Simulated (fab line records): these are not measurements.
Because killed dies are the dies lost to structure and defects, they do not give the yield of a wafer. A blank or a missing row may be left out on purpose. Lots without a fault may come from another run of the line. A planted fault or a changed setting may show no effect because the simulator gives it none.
Chamber matching / flow n5 finfet / N5_BEOL_M3_STRIP_19 on rie diel-06: 4 sister chambers
The step strips in O2. 4 wafers are shown with their chamber, then 11 later ones without.

== WAFERS, EACH WITH ITS CHAMBER ==
wafer=L088.1; chamber=1; drypump motor current A (A)=5.9
wafer=L089.1; chamber=2; drypump motor current A (A)=6.3
wafer=L089.4; chamber=3; drypump motor current A (A)=6.3
wafer=L092.2; chamber=0; drypump motor current A (A)=4.9

== WAFERS WITH NO CHAMBER GIVEN ==
wafer=L092.3; drypump motor current A (A)=6.4
wafer=L092.4; drypump motor current A (A)=6.3
wafer=L093.1; drypump motor current A (A)=6.3
wafer=L093.3; drypump motor current A (A)=6.3
wafer=L093.6; drypump motor current A (A)=5.9
wafer=L094.2; drypump motor current A (A)=6.3
wafer=L094.3; drypump motor current A (A)=6.3
wafer=L094.5; drypump motor current A (A)=5.9
wafer=L095.1; drypump motor current A (A)=6.3
wafer=L095.3; drypump motor current A (A)=6.4
wafer=L095.4; drypump motor current A (A)=4.9

== CHAMBER TAKEN BY EACH ==
wafer=L092.3; from the rows above=can't be placed: 2 or 3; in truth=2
wafer=L092.4; from the rows above=can't be placed: 2 or 3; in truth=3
wafer=L093.1; from the rows above=can't be placed: 2 or 3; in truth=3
wafer=L093.3; from the rows above=can't be placed: 2 or 3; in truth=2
wafer=L093.6; from the rows above=1; in truth=1
wafer=L094.2; from the rows above=can't be placed: 2 or 3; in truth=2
wafer=L094.3; from the rows above=can't be placed: 2 or 3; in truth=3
wafer=L094.5; from the rows above=1; in truth=1
wafer=L095.1; from the rows above=can't be placed: 2 or 3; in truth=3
wafer=L095.3; from the rows above=can't be placed: 2 or 3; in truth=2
wafer=L095.4; from the rows above=0; in truth=0
3 of 11 placed correctly. Not placeable from these rows: 8 (in 8, the candidates include the true chamber). Placed wrongly: 0.
How it was worked out, from the rows above alone: a wafer's distance from a chamber is the root of the sum, over the readings, of the square of ((its reading less the chamber's mean) divided by the reading's scatter). The wafer belongs to the nearest chamber; if the next one is less than 2 further off, it can't be placed. Each chamber's mean is taken over the wafers shown for it. The scatter: with one shown wafer a chamber, the root of the mean of the squares of how far each hidden wafer lies from its nearest shown one.
